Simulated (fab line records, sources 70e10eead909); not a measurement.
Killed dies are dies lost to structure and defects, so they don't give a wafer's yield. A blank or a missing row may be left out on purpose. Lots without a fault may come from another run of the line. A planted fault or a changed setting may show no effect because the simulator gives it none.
fab line records | flow nand_harc
record lots=13 wafers=39 last_day=33
route steps=1302 shown P_BONDPAD@380 A_SOURCE_PLATE@423 A_ONON_D1@440 A_CHANNEL_HOLE_D1@464 END@1302
lots that met no fault: from a run of the same line without faults
start_h: hours from the record's first day to the start of the lot's first wafer shown | wait_h: hours since the lot's step before | " the same as in the row above | L1.1+2: a row that stands for several wafers | - no value, or no start given | * or withheld: withheld | < > ~ a bound
route shown NAME@n: a module of which the file shows steps, and the number in the route of the first | usual: mean/standard deviation of fault-free wafers | same: alike in all rows | chamber/n: place in a boat | sites: the reading at each site | _std_site: their standard deviation | _edge_site: outer sites' mean less inner sites' | radius_mm: how far each site lies from the wafer's centre | mask NAME#n: copy n | behind: the tool/chamber that last shaped the wafer | hold: why the lot was held/for how many hours/how that ended | device: the transistor (n, p or np) that didn't switch | end of line: the same wafers' tests at the end of the route | a step without rows: its recipe alone | killed: dies lost to structure and defects at the first sort, not the wafer's yield | map: a wafer's dies, x killed, . not, _ none there
set.NAME: the setting as run; set.NAME@STEP: as run at that earlier step | model.NAME: the simulator's own value behind a step, which no gauge read
steps of the route over a sample of lots; a table a step, a row a wafer
services: from which hour (start_h, from the record's first day; less than 0 if before it) a tool's chamber was out of use, for how many hours, and why
## steps
# step NHARC_P_BONDPAD_CMP_19
# recipe t_overpolish_s=30 cu_recess_touch_s=16 target_thk_nm=160.81
# usual motor_current_A=12.2/1.4 overpolish_run_s=30.001/0.0092
# columns lot.wafer tool chamber start_h wait_h motor_current_A overpolish_run_s
L770.1 cmp-04 3 147.36 - 13.5 29.996
L770.4 " 2 " " 12.7 29.990
L770.6 " 3 " " 13.4 30.019
L772.2 cmp-02 1 165.60 - 12.8 29.998
L772.5 " 0 " " 11.2 29.998
L772.6 " 1 " " 13.3 30.001
L773.4 cmp-02 1 173.15 - 13.7 30.007
L773.2 " 3 " " 11.9 30.006
L773.6 " 0 " " 10.3 30.004
L775.1 cmp-04 1 185.60 - 12.9 30.008
L775.2 " 2 " " 12.8 30.005
L775.3 " 3 " " 13.6 29.998
L777.2 cmp-01 1 212.22 - 11.3 29.986
L777.3 " 2 " " 11.6 29.991
L777.5 " 3 " " 15.4 29.995
L778.1 cmp-01 2 214.95 - 11.7 30.005
L778.2 " 0 " " 11.7 30.011
L778.5 " 2 " " 12.0 30.004
L779.4 cmp-02 0 235.26 - 10.9 30.021
L779.2 " 2 " " 11.0 29.986
L779.5 " 3 " " 11.7 30.002
L781.4 cmp-01 3 251.31 - 15.4 30.006
L781.1 " 0 " " 12.5 29.997
L781.2 " 1 " " 10.8 29.999
L782.4 cmp-02 2 255.17 - 11.1 30.002
L782.1 " 3 " " 12.6 30.013
L782.3 " 0 " " 11.0 30.013
L783.1 cmp-04 2 276.79 - 13.5 29.997
L783.4 " 3 " " 14.0 30.002
L783.6 " 3 " " 13.8 30.015
L784.2 cmp-01 2 288.96 - 11.4 29.997
L784.1 " 3 " " 14.5 30.012
L784.5 " 3 " " 14.2 29.992
L789.2 cmp-01 1 330.68 - 11.3 29.996
L789.3 " 0 " " 11.5 30.005
L789.6 " 1 " " 11.6 30.011
L791.3 cmp-04 0 352.38 - 10.1 29.994
L791.6 " 3 " " 13.4 29.988
L791.5 " 0 " " 10.5 29.995
# step NHARC_A_SOURCE_PLATE_INSPECT_08
# usual raw_defect_count=61/28
# columns lot.wafer tool chamber start_h wait_h raw_defect_count
L770.1 defect_inspect-02 - 171.05 0.0 35
L770.4 " - " " 46
L770.6 " - " " 39
L772.2 defect_inspect-02 - 189.91 0.0 58
L772.5 " - " " 56
L772.6 " - " " 23
L773.2 defect_inspect-01 - 201.07 0.0 47
L773.4 " - " " 79
L773.6 " - " " 54
L775.1 defect_inspect-02 - 209.06 0.0 33
L775.2 " - " " 41
L775.3 " - " " 62
L778.1 defect_inspect-02 - 235.47 0.0 29
L778.2 " - " " 46
L778.5 " - " " 31
L777.2 defect_inspect-01 - 235.47 0.0 85
L777.3 " - " " 82
L777.5 " - " " 57
L779.2 defect_inspect-02 - 259.49 0.0 42
L779.4 " - " " 37
L779.5 " - " " 71
L781.1 defect_inspect-01 - 275.09 0.0 44
L781.2 " - " " 73
L781.4 " - " " 44
L782.1 defect_inspect-02 - 281.27 0.0 52
L782.3 " - " " 35
L782.4 " - " " 82
L783.1 defect_inspect-01 - 304.01 0.0 73
L783.4 " - " " 145
L783.6 " - " " 95
L784.1 defect_inspect-01 - 312.09 0.0 73
L784.2 " - " " 87
L784.5 " - " " 158
L789.2 defect_inspect-01 - 354.68 0.0 60
L789.3 " - " " 70
L789.6 " - " " 70
L791.3 defect_inspect-02 - 375.47 0.0 51
L791.5 " - " " 81
L791.6 " - " " 70
# step NHARC_A_ONON_D1_DEP_22
# recipe target_thk_a=10000 n2_flow_sccm=2750 n2o_flow_sccm=2000 nh3_flow_sccm=500 sih4_flow_sccm=210 temp_c=400
# usual nh3_flow_sccm=499.8/1.4 susceptor_temp_C=399.95/0.21
# columns lot.wafer tool chamber start_h wait_h nh3_flow_sccm susceptor_temp_C
L770.1 pecvd_onon-03 0 185.16 0.1 497.6 399.56
L770.4 " 0 " " 499.4 399.96
L770.6 " 0 " " 499.6 399.60
L772.2 pecvd_onon-01 0 201.22 0.1 500.3 399.60
L772.5 " 0 " " 497.4 399.98
L772.6 " 0 " " 496.7 399.65
L773.2 pecvd_onon-01 0 212.37 0.1 498.4 400.17
L773.4 " 0 " " 498.2 399.91
L773.6 " 0 " " 497.4 400.01
L775.1 pecvd_onon-03 0 220.35 0.1 500.5 400.06
L775.2 " 0 " " 500.8 399.99
L775.3 " 0 " " 500.4 399.66
L778.1 pecvd_onon-01 0 246.73 0.1 499.2 399.94
L778.2 " 0 " " 501.1 400.04
L778.5 " 0 " " 498.5 399.86
L777.2 pecvd_onon-03 0 246.78 0.1 499.0 399.96
L777.3 " 0 " " 498.7 400.02
L777.5 " 0 " " 500.8 400.17
L779.2 pecvd_onon-02 0 270.63 0.1 499.3 399.87
L779.4 " 0 " " 501.0 400.11
L779.5 " 0 " " 502.1 400.11
L781.1 pecvd_onon-03 0 288.44 0.1 498.1 399.68
L781.2 " 0 " " 502.4 399.97
L781.4 " 0 " " 499.4 399.85
L782.1 pecvd_onon-01 0 293.17 0.1 500.6 399.62
L782.3 " 0 " " 500.6 399.47
L782.4 " 0 " " 499.5 399.77
L783.1 pecvd_onon-03 0 315.98 0.1 502.1 399.45
L783.4 " 0 " " 500.6 399.56
L783.6 " 0 " " 499.2 399.75
L784.1 pecvd_onon-01 0 325.63 0.1 499.6 400.14
L784.2 " 0 " " 499.2 400.21
L784.5 " 0 " " 500.4 400.15
L789.2 pecvd_onon-01 0 366.02 0.1 498.8 399.98
L789.3 " 0 " " 501.1 400.29
L789.6 " 0 " " 501.5 399.80
L791.3 pecvd_onon-01 0 387.77 0.2 498.9 400.11
L791.5 " 0 " " 502.5 400.26
L791.6 " 0 " " 496.7 400.09
# step NHARC_A_ONON_D1_THK_MEAS_24
# recipe thk_meas_gauge=ellipsometry
# usual thk_nm=999/10
# columns lot.wafer tool chamber start_h wait_h thk_nm
L770.1 film_metro-01 - 185.67 - 1002
L770.4 " - " " 1002
L770.6 " - " " 1002
L772.2 film_metro-01 - 201.67 - 989
L772.5 " - " " 989
L772.6 " - " " 992
L773.2 film_metro-02 - 212.82 - 1002
L773.4 " - " " 1004
L773.6 " - " " 1005
L775.1 film_metro-01 - 220.86 - 1017
L775.2 " - " " 1018
L775.3 " - " " 1019
L777.2 film_metro-02 - 247.23 - 995
L777.3 " - " " 995
L777.5 " - " " 994
L778.1 film_metro-01 - 247.24 - 1012
L778.2 " - " " 1010
L778.5 " - " " 1011
L779.2 film_metro-01 - 271.08 - 988
L779.4 " - " " 989
L779.5 " - " " 989
L781.1 film_metro-01 - 288.96 - 989
L781.2 " - " " 989
L781.4 " - " " 989
L782.1 film_metro-02 - 293.67 - 1003
L782.3 " - " " 1005
L782.4 " - " " 1002
L783.1 film_metro-02 - 316.50 - 1006
L783.4 " - " " 1008
L783.6 " - " " 1007
L784.1 film_metro-02 - 326.14 - 997
L784.2 " - " " 995
L784.5 " - " " 996
L789.2 film_metro-02 - 366.47 - 678
L789.3 " - " " 678
L789.6 " - " " 677
L791.3 film_metro-02 - 388.16 - 665
L791.5 " - " " 664
L791.6 " - " " 663
# step NHARC_A_CHANNEL_HOLE_D1_INSPECT_12
# usual raw_defect_count=5.5/2.8
# columns lot.wafer tool chamber start_h wait_h raw_defect_count
L770.1 defect_inspect-02 - 195.85 0.0 2
L770.4 " - " " 3
L770.6 " - " " 4
L772.2 defect_inspect-02 - 206.05 0.0 4
L772.5 " - " " 10
L772.6 " - " " 4
L773.2 defect_inspect-01 - 217.44 0.0 5
L773.4 " - " " 6
L773.6 " - " " 5
L775.1 defect_inspect-02 - 225.33 0.0 3
L775.2 " - " " 6
L775.3 " - " " 8
L778.1 defect_inspect-02 - 251.82 0.0 4
L778.2 " - " " 3
L778.5 " - " " 3
L777.2 defect_inspect-02 - 253.28 0.0 11
L777.3 " - " " 4
L777.5 " - " " 5
L779.2 defect_inspect-02 - 277.06 0.0 5
L779.4 " - " " 4
L779.5 " - " " 12
L781.1 defect_inspect-02 - 293.42 0.0 3
L781.2 " - " " 3
L781.4 " - " " 4
L782.1 defect_inspect-02 - 298.23 0.0 7
L782.3 " - " " 3
L782.4 " - " " 3
L783.1 defect_inspect-02 - 321.05 0.0 2
L783.4 " - " " 8
L783.6 " - " " 13
L784.1 defect_inspect-01 - 330.56 0.0 5
L784.2 " - " " 6
L784.5 " - " " 11
# step NHARC_END_SORT_01
# recipe temp_c=25
# usual killed_at_array=61/24 killed_at_other=1.2/1.3 killed_at_periphery=3.7/2.6 killed_dies=66/23 killed_open=3.3/1.8 killed_short=2.4/1.6
# same gross_dies=677
# columns lot.wafer tool chamber start_h wait_h killed_at_array killed_at_other killed_at_periphery killed_dies killed_open killed_short
L789.2 prober-01 0 777.94 2.8 666 2 9 677 4 1
L789.3 prober-01 0 778.73 3.1 660 3 14 677 4 3
L789.6 prober-01 0 781.12 4.0 666 4 7 677 1 2
L791.3 prober-01 0 786.49 3.1 672 0 5 677 2 4
L791.5 prober-01 0 788.10 3.7 671 0 6 677 1 3
L791.6 prober-01 0 788.90 4.0 674 0 3 677 5 4
# killed by level:class
L789.2 A_ONON_D1:area_dep=637 A_CHANNEL_HOLE_D1:chamber_film_flake=15 P_STI:chamber_film_flake=5 A_SLIT:chamber_film_flake=4 P_GATE:chamber_film_flake=3 A_CHANNEL_FILL_D2:chamber_film_flake=2 A_STAIRCASE:chamber_film_flake=2 P_M1:geometric_particle:open=1
L789.3 A_ONON_D1:area_dep=638 P_STI:chamber_film_flake=9 A_CHANNEL_HOLE_D1:chamber_film_flake=7 A_SLIT:chamber_film_flake=6 P_GATE:chamber_film_flake=2 A_CHANNEL_FILL_D2:chamber_film_flake=2 A_STAIRCASE:chamber_film_flake=2 THIN_TSV:chamber_film_flake=2
L789.6 A_ONON_D1:area_dep=632 A_CHANNEL_HOLE_D1:chamber_film_flake=15 A_SLIT:chamber_film_flake=8 P_STI:chamber_film_flake=5 THIN_TSV:chamber_film_flake=4 A_CHANNEL_FILL_D2:chamber_film_flake=3 P_GATE:chamber_film_flake=2 A_DECK1_JOINT:chamber_film_flake=2
L791.3 A_ONON_D1:area_dep=621 A_SLIT:chamber_film_flake=28 A_CHANNEL_HOLE_D1:chamber_film_flake=13 A_CONTACT:chamber_film_flake=4 P_STI:chamber_film_flake=2 P_M0:geometric_particle:short=1 A_ONON_D1:geometric_particle:open=1 A_CHANNEL_HOLE_D1:geometric_particle:short=1
L791.5 A_ONON_D1:area_dep=611 A_SLIT:chamber_film_flake=27 A_CHANNEL_HOLE_D1:chamber_film_flake=17 A_CONTACT:chamber_film_flake=8 P_STI:chamber_film_flake=3 A_CHANNEL_HOLE_D2:chamber_film_flake=3 A_SOURCE_PLATE:geometric_particle:short=2 A_ZERO_WELL:chamber_film_flake=2
L791.6 A_ONON_D1:area_dep=607 A_SLIT:chamber_film_flake=27 A_CHANNEL_HOLE_D1:chamber_film_flake=17 A_ZERO_WELL:chamber_film_flake=6 A_CONTACT:chamber_film_flake=5 A_STAIRCASE:chamber_film_flake=4 A_ONON_D2:geometric_particle:short=2 A_M0:geometric_particle:open=2
## services
# columns tool chamber start_h hours kind
cmp-04 - 133.47 0.5 repair
cmp-01 - 138.83 3.7 repair
cmp-02 - 144.52 4.0 pm
cmp-01 - 168.25 0.5 repair
cmp-01 - 169.58 1.6 repair
cmp-04 - 169.75 0.4 repair
cmp-04 - 172.97 1.2 repair
cmp-01 - 177.18 1.2 repair
cmp-01 - 185.50 4.0 pm
cmp-04 - 187.37 1.6 repair
cmp-04 - 211.45 4.0 pm
pecvd_onon-03 - 217.45 0.2 repair
pecvd_onon-03 - 227.42 13.0 pm
cmp-02 - 241.66 2.0 repair
cmp-02 - 243.69 4.0 pm
pecvd_onon-01 - 269.00 13.0 pm
cmp-01 - 271.92 0.4 repair
cmp-02 - 283.40 17.6 repair
cmp-01 - 283.50 4.0 pm
cmp-04 - 302.63 1.3 repair
cmp-04 - 309.45 4.0 pm
cmp-01 - 310.15 0.8 repair
cmp-01 - 331.86 1.0 repair
cmp-01 - 381.50 4.0 pm
## key
first_sign step=NHARC_A_ONON_D1_THK_MEAS_24 reading=thk_nm direction=down sigmas=32 usual=999 struck=671
effect step=NHARC_END_SORT_01 reading=killed_dies direction=up sigmas=27 usual=66 struck=677
more_kills_born_at NHARC_A_ONON_D1_DEP_22@pecvd_onon-01=3746
met_at NHARC_A_ONON_D1_DEP_22
struck_lots L789,L791
later_rows_left_out L789.2,L789.3,L789.6,L791.3,L791.5,L791.6
tester_left_out L789,L791
not_acting_at NHARC_P_BONDPAD_CMP_19,NHARC_A_SOURCE_PLATE_INSPECT_08,NHARC_A_CHANNEL_HOLE_D1_INSPECT_12
onset_between 325.63 366.02
also_fits time
fault kind=process_parameter_drift tool=pecvd_onon-01 chamber=- onset_h=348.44 steps=NHARC_A_ONON_D1_DEP_22 channel=target_thk_a offset=* shape=step end_h=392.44 acts_in=* stated=*
# tester_left_out: of these lots the tester's yield and bins aren't shown, on N5 and GAA mostly nor the transistor test; their killed dies are dies lost to structure and defects alone, not to doping, threshold or leakage, so they don't give the yield
# later_rows_left_out: the simulator's readings of these wafers behind a module that went badly wrong aren't trusted and aren't shown, but for the sort
